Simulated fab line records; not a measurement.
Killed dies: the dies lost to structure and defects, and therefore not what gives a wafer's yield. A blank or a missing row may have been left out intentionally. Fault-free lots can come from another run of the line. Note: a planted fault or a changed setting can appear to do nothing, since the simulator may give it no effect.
Matching of chambers -- flow n5 finfet -- N5_ZERO_LAYER_DESCUM_16 on rie diel-06: 4 sister chambers
The step chemistry O2, time 7.9 s. 4 wafers are shown with their chamber, then 9 later ones without.

WAFERS WITH THEIR CHAMBER
wafer,chamber,showerhead plenum p Torr (Torr)
L085.5,3,2.15
L092.1,2,2.09
L092.2,0,2.10
L092.4,1,2.20

WAFERS WITHOUT THEIR CHAMBER
wafer,showerhead plenum p Torr (Torr)
L093.1,2.14
L093.3,2.09
L093.4,2.10
L094.1,2.10
L094.2,2.09
L094.3,2.14
L094.4,2.20
L094.5,2.20
L094.6,2.10

EACH ONE'S CHAMBER
wafer,from the rows above,in truth
L093.1,3,3
L093.3,2,2
L093.4,0,0
L094.1,0,0
L094.2,2,2
L094.3,3,3
L094.4,1,1
L094.5,1,1
L094.6,0,0
9 of 9 placed correctly. Not placeable from these rows: 0. Placed wrongly: 0.
How it was worked out, from the rows above alone: a wafer's distance from a chamber is the root of the sum, over the readings, of the square of ((its reading less the chamber's mean) divided by the reading's scatter). If the next closest chamber is less than 2 further off than the closest, the wafer can't be placed; otherwise it belongs to the closest. The mean given for a chamber averages the wafers shown for that chamber. The scatter (one wafer shown for each chamber): square how far every hidden wafer sits from the nearest shown wafer, average those squares and take the square root.
